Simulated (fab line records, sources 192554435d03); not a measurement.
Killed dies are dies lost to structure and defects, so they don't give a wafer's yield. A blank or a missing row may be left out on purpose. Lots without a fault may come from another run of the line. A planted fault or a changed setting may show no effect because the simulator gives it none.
fab line records | flow n5_finfet
record lots=7 wafers=21 last_day=18
route steps=1938 shown BEOL_M14@1726 BEOL_M15@1830
lots that met no fault: from a run of the same line without faults
start_h: hours from the record's first day to the start of the lot's first wafer shown | wait_h: hours since the lot's step before | " the same as in the row above | L1.1+2: a row that stands for several wafers | - no value, or no start given | * or withheld: withheld | < > ~ a bound
route shown NAME@n: a module of which the file shows steps, and the number in the route of the first | usual: mean/standard deviation of fault-free wafers | same: alike in all rows | chamber/n: place in a boat | sites: the reading at each site | _std_site: their standard deviation | _edge_site: outer sites' mean less inner sites' | radius_mm: how far each site lies from the wafer's centre | mask NAME#n: copy n | behind: the tool/chamber that last shaped the wafer | hold: why the lot was held/for how many hours/how that ended | device: the transistor (n, p or np) that didn't switch | end of line: the same wafers' tests at the end of the route | a step without rows: its recipe alone | killed: dies lost to structure and defects at the first sort, not the wafer's yield | map: a wafer's dies, x killed, . not, _ none there
set.NAME: the setting as run; set.NAME@STEP: as run at that earlier step | model.NAME: the simulator's own value behind a step, which no gauge read
steps of the route over a sample of lots; a table a step, a row a wafer
services: from which hour (start_h, from the record's first day; less than 0 if before it) a tool's chamber was out of use, for how many hours, and why
## steps
# step N5_BEOL_M14_CD_MEAS_10
# recipe target_cd_nm=250 landing_energy_ev=500 detector=se_inlens polarity=opening
# usual cd_nm=250.3/1.5
# columns lot.wafer tool chamber start_h wait_h cd_nm
L212.1 cd_sem-03 0 287.39 - 248.7
L212.2 " 0 " " 247.5
L212.3 " 0 " " 249.1
L211.2 cd_sem-03 0 290.68 - 251.6
L211.4 " 0 " " 252.0
L211.6 " 0 " " 250.7
L220.2 cd_sem-01 0 354.91 - 251.3
L220.5 " 0 " " 250.3
L220.6 " 0 " " 250.8
L223.1 cd_sem-03 0 361.13 - 250.7
L223.5 " 0 " " 251.9
L223.6 " 0 " " 249.6
L224.3 cd_sem-01 0 364.17 - 249.3
L224.4 " 0 " " 248.0
L224.6 " 0 " " 250.1
L225.1 cd_sem-02 0 379.06 - 251.3
L225.4 " 0 " " 250.6
L225.5 " 0 " " 250.5
L226.1 cd_sem-03 0 394.45 - 252.6
L226.3 " 0 " " 251.8
L226.5 " 0 " " 249.7
# step N5_BEOL_M14_STRIP_63
# recipe chemistry=O2 power_w=600 temp_c=60 pressure_mtorr=30 rf_frequency_hz=6e+07 bias_power_w=0 overash_fraction=0.3 o2_flow_sccm=225
# usual drypump_motor_current_A=5.6/0.43 o2_flow_sccm=225.0/0.61 oes_product_au=0.82/0.069 rf_vpp_V=3.7/0.94 showerhead_plenum_p_Torr=2.09/0.078 temp_c=59.99/0.13 throttle_valve_pct=16.63/0.19
# same bias_power_w=0
# columns lot.wafer tool chamber start_h wait_h drypump_motor_current_A o2_flow_sccm oes_product_au rf_hours_counter_h rf_vpp_V showerhead_plenum_p_Torr temp_c throttle_valve_pct
L212.1 rie_diel-01 3 - - 5.4 224.9 0.77 141 4.7 2.02 59.97 16.38
L212.2 " 0 " " 6.2 224.7 0.94 11 4.9 2.06 60.08 16.68
L212.3 " 1 " " 5.6 224.5 1.03 0 3.6 2.06 60.07 16.40
L211.2 rie_diel-01 0 - - 6.2 225.1 0.93 13 2.3 2.06 59.87 16.67
L211.4 " 1 " " 5.6 224.5 0.99 1 4.3 2.06 59.84 16.42
L211.6 " 3 " " 5.4 224.9 0.76 - 3.0 2.02 60.24 16.39
L220.2 rie_diel-05 0 - - 5.5 225.8 0.78 101 1.6 2.02 60.10 16.44
L220.5 " 1 " " 6.1 224.8 0.82 - 2.6 2.12 59.92 16.48
L220.6 " 0 " " 5.5 225.9 0.80 - 2.9 2.02 60.10 16.44
L223.1 rie_diel-06 1 - - 6.2 224.1 0.77 111 3.5 2.21 60.04 16.85
L223.5 " 3 " " 5.7 225.4 0.85 - 3.4 2.14 59.87 16.79
L223.6 " 0 " " 4.8 225.7 0.77 - 4.1 2.19 60.17 16.94
L224.3 rie_diel-05 3 - - 5.0 225.3 0.80 93 3.6 2.20 59.89 16.60
L224.4 " 2 " " 5.6 224.4 0.79 134 3.8 2.00 59.91 16.93
L224.6 " 0 " " 5.5 225.5 0.79 - 3.2 2.02 59.92 16.47
L225.1 rie_diel-01 1 - - 5.7 226.0 0.90 29 4.5 2.05 60.11 16.42
L225.4 " 3 " " 5.3 225.0 0.73 172 2.9 2.01 59.77 16.44
L225.5 " 1 " " 5.6 225.0 0.91 - 3.4 2.05 59.82 16.43
L226.1 rie_diel-06 0 - - 4.8 225.3 0.76 140 3.0 2.19 60.01 16.96
L226.3 " 2 " " 5.8 225.5 0.90 24 3.4 2.06 60.15 16.58
L226.5 " 1 " " 6.2 225.0 0.78 - 1.9 2.20 59.92 16.87
# step N5_BEOL_M14_CD_MEAS_17
# recipe target_cd_nm=250 polarity=opening
# usual cd_nm=251.0/1.9
# columns lot.wafer tool chamber start_h wait_h cd_nm
L212.1 cd_sem-01 - 287.91 0.0 250.1
L212.2 " - " " 249.3
L212.3 " - " " 250.6
L211.2 cd_sem-01 - 291.21 0.0 252.8
L211.4 " - " " 252.5
L211.6 " - " " 251.3
L220.2 cd_sem-02 - 355.48 0.0 251.4
L220.5 " - " " 251.9
L220.6 " - " " 251.1
L223.1 cd_sem-03 - 361.66 0.0 250.1
L223.5 " - " " 252.5
L223.6 " - " " 250.9
L224.3 cd_sem-01 - 364.69 0.0 250.4
L224.4 " - " " 249.7
L224.6 " - " " 250.1
L225.1 cd_sem-02 - 379.71 0.0 250.4
L225.4 " - " " 250.8
L225.5 " - " " 249.8
L226.1 cd_sem-03 - 394.98 0.0 253.0
L226.3 " - " " 252.3
L226.5 " - " " 251.9
# step N5_BEOL_M14_PEB_26
# recipe peb_temp_c=130 peb_time_s=90
# usual heater_power_total_W=172.5/0.76 plate_temp_C=130.01/0.15
# columns lot.wafer tool chamber start_h wait_h heater_power_total_W plate_temp_C
L212.1 litho_track-01 0 288.25 0.1 164.0 126.17
L212.2 " 0 " " 163.9 126.11
L212.3 " 0 " " 165.7 126.30
L211.2 litho_track-01 0 291.42 0.0 164.3 126.20
L211.4 " 0 " " 166.6 125.72
L211.6 " 0 " " 166.2 126.13
L220.2 litho_track-04 0 355.69 0.0 173.0 130.07
L220.5 " 0 " " 172.9 130.02
L220.6 " 0 " " 173.1 130.19
L223.1 litho_track-05 0 361.99 0.1 172.3 130.32
L223.5 " 0 " " 172.3 130.14
L223.6 " 0 " " 172.4 130.24
L224.3 litho_track-01 0 366.11 0.0 172.3 130.22
L224.4 " 0 " " 172.0 130.12
L224.6 " 0 " " 172.0 130.20
L225.1 litho_track-01 0 380.05 0.1 171.4 130.04
L225.4 " 0 " " 173.5 130.02
L225.5 " 0 " " 173.1 130.28
L226.1 litho_track-01 0 395.31 0.1 172.7 130.20
L226.3 " 0 " " 173.1 130.16
L226.5 " 0 " " 171.3 130.12
# step N5_BEOL_M14_CD_MEAS_28
# recipe target_cd_nm=284.4 landing_energy_ev=500 detector=se_inlens
# usual cd_nm=284.8/1.3
# columns lot.wafer tool chamber start_h wait_h cd_nm
L212.1 cd_sem-03 0 288.36 - 260.5
L212.2 " 0 " " 260.6
L212.3 " 0 " " 261.8
L211.2 cd_sem-01 0 291.54 - 264.5
L211.4 " 0 " " 266.2
L211.6 " 0 " " 263.6
L220.2 cd_sem-01 0 355.80 - 286.3
L220.5 " 0 " " 286.4
L220.6 " 0 " " 287.4
L223.1 cd_sem-02 0 362.11 - 283.9
L223.5 " 0 " " 284.0
L223.6 " 0 " " 282.8
L224.3 cd_sem-01 0 366.23 - 285.9
L224.4 " 0 " " 286.1
L224.6 " 0 " " 286.2
L225.1 cd_sem-01 0 380.17 - 282.0
L225.4 " 0 " " 283.9
L225.5 " 0 " " 282.1
L226.1 cd_sem-03 0 395.43 - 283.9
L226.3 " 0 " " 281.5
L226.5 " 0 " " 284.0
# step N5_BEOL_M15_RC_MEAS_101
# usual COMB_M10=1.42e-11/3e-12 COMB_M11=1.5e-11/3.3e-12 COMB_M12=6.3e-12/1.4e-12 COMB_M13=4.7e-12/1e-12 COMB_M14=3.5e-12/6.9e-13 COMB_M14_max_site=5e-12/1.2e-12 COMB_M15=2.4e-12/5.7e-13 COMB_M5=3.7e-11/7.8e-12 COMB_M5_max_site=5.4e-11/1.3e-11 COMB_M6=2.6e-11/5.3e-12 COMB_M7=2.7e-11/5.3e-12 COMB_M8=2.6e-11/5.3e-12 COMB_M9=1.5e-11/3.2e-12 SERP_M10=3.05/0.061 SERP_M10_max_site=3.14/0.07 SERP_M11=3.05/0.073 SERP_M12=0.637/0.012 SERP_M13=0.308/0.0055 SERP_M13_max_site=0.311/0.0059 SERP_M14=0.1589/0.0028 SERP_M14_max_site=0.1607/0.0029 SERP_M5=38.7/1.5 SERP_M6=13.8/0.44 SERP_M7=13.7/0.47 SERP_M8=13.7/0.47 SERP_M9=3.08/0.072
# columns lot.wafer tool chamber start_h wait_h COMB_M10[S/m] COMB_M11[S/m] COMB_M12[S/m] COMB_M13[S/m] COMB_M14[S/m] COMB_M14_max_site[S/m] COMB_M15[S/m] COMB_M5[S/m] COMB_M5_max_site[S/m] COMB_M6[S/m] COMB_M7[S/m] COMB_M8[S/m] COMB_M9[S/m] SERP_M10[ohm/um] SERP_M10_max_site[ohm/um] SERP_M11[ohm/um] SERP_M12[ohm/um] SERP_M13[ohm/um] SERP_M13_max_site[ohm/um] SERP_M14[ohm/um] SERP_M14_max_site[ohm/um] SERP_M5[ohm/um] SERP_M6[ohm/um] SERP_M7[ohm/um] SERP_M8[ohm/um] SERP_M9[ohm/um]
L212.1 prober-01 0 297.31 0.0 1.61e-11 2.4e-11 6.1e-12 3.8e-12 4.3e-12 6.3e-12 2.7e-12 2.9e-11 4.9e-11 1.9e-11 3.1e-11 2.7e-11 1.6e-11 3.05 3.12 3.13 0.648 0.318 0.320 0.1807 0.1835 38.0 14.1 13.7 13.2 3.00
L212.2 " 0 " " 1.27e-11 1.3e-11 5.9e-12 5.7e-12 3.8e-12 5.8e-12 3e-12 4.2e-11 6.1e-11 2e-11 2.7e-11 3.2e-11 1e-11 3.03 3.10 2.96 0.636 0.314 0.317 0.1746 0.1757 41.0 13.9 13.4 12.8 3.08
L212.3 " 0 " " 1.54e-11 1.8e-11 6.6e-12 4.7e-12 3.5e-12 4.8e-12 2.4e-12 3.6e-11 4.4e-11 3e-11 2.2e-11 3.4e-11 1.6e-11 3.07 3.18 3.09 0.646 0.313 0.317 0.1815 0.1851 41.0 14.2 14.5 12.7 3.06
L211.2 prober-01 0 304.94 0.2 1.15e-11 1.7e-11 6.7e-12 5.2e-12 3.7e-12 5.3e-12 2.7e-12 3.6e-11 4.9e-11 2.3e-11 2.6e-11 2.8e-11 1.3e-11 2.96 3.09 3.16 0.620 0.312 0.315 0.1777 0.1783 38.8 13.1 12.9 13.7 2.99
L211.4 " 0 " " 8.8e-12 1.1e-11 5.9e-12 6.3e-12 4e-12 5.9e-12 2.7e-12 3.5e-11 4.5e-11 3.3e-11 2.4e-11 2.8e-11 1.4e-11 3.02 3.13 3.04 0.621 0.312 0.314 0.1753 0.1772 37.8 13.3 13.5 13.7 3.11
L211.6 " 0 " " 1.06e-11 2.5e-11 1.07e-11 4.7e-12 3.4e-12 4e-12 2.9e-12 2.7e-11 4.8e-11 2.6e-11 2.9e-11 2e-11 1.5e-11 3.07 3.18 3.15 0.644 0.312 0.316 0.1790 0.1802 38.2 13.0 14.1 13.8 2.93
L220.2 prober-02 0 367.31 0.2 1.36e-11 1.2e-11 7.3e-12 3.9e-12 3.5e-12 4.6e-12 2.5e-12 5e-11 7.1e-11 3e-11 2.6e-11 2.3e-11 1e-11 3.09 3.20 2.98 0.660 0.310 0.313 0.1602 0.1623 39.6 14.1 13.2 14.9 3.14
L220.5 " 0 " " 1.03e-11 1.1e-11 6.5e-12 3.9e-12 2.8e-12 3.8e-12 3.2e-12 3.3e-11 4.7e-11 2.4e-11 2.2e-11 2.3e-11 1.6e-11 3.04 3.32 3.03 0.643 0.312 0.314 0.1597 0.1622 38.1 13.9 13.2 13.9 3.14
L220.6 " 0 " " 1.33e-11 1.4e-11 5.3e-12 6.3e-12 3.1e-12 4.1e-12 2.2e-12 2.9e-11 5.5e-11 2.5e-11 2.1e-11 3.1e-11 1.5e-11 3.10 3.22 3.05 0.654 0.305 0.308 0.1582 0.1599 39.7 14.1 12.6 14.2 3.00
L223.1 prober-02 0 373.48 0.0 1.39e-11 1.8e-11 5.3e-12 3.5e-12 2.6e-12 3.4e-12 1.9e-12 3.1e-11 4.3e-11 2.7e-11 2.2e-11 3.4e-11 1.2e-11 2.98 3.05 3.10 0.635 0.314 0.317 0.1583 0.1587 38.9 13.5 13.1 14.3 3.07
L223.5 " 0 " " 1.14e-11 1.7e-11 5.6e-12 3.1e-12 3.5e-12 4.3e-12 2.1e-12 3.3e-11 4.5e-11 2.9e-11 2.9e-11 2.1e-11 1.7e-11 3.03 3.13 2.98 0.638 0.298 0.301 0.1581 0.1592 38.6 13.7 14.0 14.0 3.09
L223.6 " 0 " " 9.4e-12 1.1e-11 5.5e-12 3.5e-12 4.1e-12 6.8e-12 1.6e-12 4e-11 7e-11 3.4e-11 3.6e-11 3.1e-11 1.6e-11 3.01 3.11 3.06 0.643 0.310 0.312 0.1590 0.1603 38.6 13.8 13.2 14.0 2.94
L224.3 prober-02 0 374.72 0.7 1.69e-11 1.3e-11 5.2e-12 5.5e-12 2.7e-12 5.1e-12 1.6e-12 3.6e-11 4.9e-11 2.9e-11 2.1e-11 2.7e-11 1.4e-11 2.98 3.10 2.96 0.629 0.320 0.324 0.1592 0.1617 36.0 13.5 13.7 13.7 3.09
L224.4 " 0 " " 2e-11 1.9e-11 4e-12 5e-12 2.1e-12 2.3e-12 1.8e-12 3.9e-11 5.2e-11 2.2e-11 3.6e-11 2.8e-11 1.1e-11 3.04 3.11 2.98 0.628 0.315 0.316 0.1616 0.1627 38.4 13.9 13.7 13.4 3.11
L224.6 " 0 " " 1.17e-11 1.9e-11 4.9e-12 4.2e-12 3.2e-12 5.2e-12 2.2e-12 5.9e-11 8.4e-11 2.6e-11 2.4e-11 2.9e-11 2e-11 3.13 3.20 3.06 0.630 0.315 0.320 0.1552 0.1564 37.0 13.7 14.5 13.6 3.12
L225.1 prober-01 0 390.01 0.0 1.48e-11 1.6e-11 6e-12 4.2e-12 4e-12 5.9e-12 2.4e-12 2.9e-11 3.7e-11 2.9e-11 2.8e-11 2.7e-11 1.7e-11 2.97 3.04 3.13 0.647 0.307 0.311 0.1588 0.1606 39.4 13.4 12.8 13.7 3.27
L225.4 " 0 " " 1.4e-11 1.9e-11 6.5e-12 6.6e-12 3.4e-12 4.4e-12 2.5e-12 4.8e-11 5.8e-11 3.1e-11 2.7e-11 2.5e-11 1.4e-11 3.00 3.04 2.95 0.636 0.297 0.301 0.1620 0.1642 38.3 14.2 13.4 14.4 3.11
L225.5 " 0 " " 1.63e-11 1.9e-11 7.1e-12 5.1e-12 4.7e-12 6.5e-12 2.2e-12 3e-11 3.7e-11 3.1e-11 2.2e-11 3.4e-11 1.8e-11 3.04 3.21 3.11 0.641 0.313 0.318 0.1606 0.1632 37.1 13.9 13.6 13.9 3.16
L226.1 prober-02 0 405.14 0.0 1.88e-11 1.3e-11 7.5e-12 5.6e-12 3.9e-12 5.7e-12 4e-12 4.5e-11 6.1e-11 2.7e-11 2.7e-11 2e-11 1.3e-11 2.99 3.16 3.14 0.638 0.301 0.303 0.1614 0.1634 38.0 13.3 13.4 13.9 3.10
L226.3 " 0 " " 1.33e-11 1.4e-11 5.5e-12 4.9e-12 2.9e-12 4.7e-12 3.7e-12 5.1e-11 6.6e-11 3e-11 2.9e-11 2e-11 1.3e-11 3.01 3.07 3.11 0.618 0.306 0.308 0.1655 0.1677 38.7 12.9 14.1 13.4 3.06
L226.5 " 0 " " 1.91e-11 1.2e-11 8.8e-12 5e-12 4.2e-12 7.3e-12 3.4e-12 4.7e-11 6.6e-11 3.3e-11 2.3e-11 2.5e-11 1.4e-11 2.97 3.09 3.08 0.610 0.301 0.307 0.1637 0.1655 36.0 12.7 13.4 13.9 3.02
# sites SERP_M14 radius_mm=0,75,75,75,75,140,140,140,140
L212.1 0.1804 0.1805 0.1807 0.1799 0.1799 0.1819 0.1835 0.1807 0.1823
L211.2 0.1742 0.1781 0.1783 0.1753 0.1762 0.1781 0.1781 0.1763 0.1777
L220.2 0.1609 0.1585 0.1595 0.1602 0.1591 0.1613 0.1586 0.1610 0.1623
L223.1 0.1582 0.1583 0.1584 0.1585 0.1584 0.1583 0.1575 0.1587 0.1572
L224.3 0.1559 0.1586 0.1578 0.1592 0.1599 0.1589 0.1605 0.1617 0.1597
L225.1 0.1606 0.1588 0.1590 0.1590 0.1586 0.1585 0.1575 0.1599 0.1577
L226.1 0.1577 0.1614 0.1606 0.1617 0.1601 0.1607 0.1634 0.1628 0.1623
## services
# columns tool chamber start_h hours kind
rie_diel-01 1 263.83 - clean
rie_diel-01 1 263.83 - consumable_replace:focus_ring
rie_diel-01 1 263.83 23.1 scheduled_down
rie_diel-01 1 263.83 23.1 vent_cycle
rie_diel-06 2 297.24 - clean
rie_diel-06 2 297.24 - consumable_replace:focus_ring
rie_diel-06 2 297.24 22.7 scheduled_down
rie_diel-06 2 297.24 22.7 vent_cycle
litho_track-05 - 321.18 - consumable_replace:filter
rie_diel-06 0 323.11 6.4 repair
rie_diel-05 - 328.94 1.0 repair
rie_diel-06 1 331.98 7.0 repair
litho_track-01 - 333.00 - consumable_replace:filter
rie_diel-01 3 338.74 10.4 repair
rie_diel-06 2 343.55 9.0 repair
rie_diel-01 1 346.23 5.1 repair
## key
first_sign step=N5_BEOL_M14_PEB_26 reading=plate_temp_C direction=down sigmas=26 usual=* struck=*
effect step=N5_BEOL_M14_PEB_26 reading=heater_power_total_W direction=down sigmas=9.7 usual=* struck=*
effect step=N5_BEOL_M14_CD_MEAS_28 reading=cd_nm direction=down sigmas=16 usual=284.8 struck=262.9 through=control_loop
effect step=N5_BEOL_M15_RC_MEAS_101 reading=SERP_M14 direction=up sigmas=6.9 usual=0.1589 struck=0.1781
met_at N5_BEOL_M14_PEB_26
struck_lots L211,L212
loop_trim step=N5_BEOL_M14_EXPOSE_25 setting=dose lots=L211
not_acting_at N5_BEOL_M14_CD_MEAS_10,N5_BEOL_M14_STRIP_63,N5_BEOL_M14_CD_MEAS_17
fault kind=process_parameter_drift tool=litho_track-01 chamber=- onset_h=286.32 steps=N5_BEOL_M14_PEB_26 channel=peb_temp_c offset=* shape=step end_h=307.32 acts_in=* stated=*
# loop_trim: a control loop set the setting to another value than it would have without faults
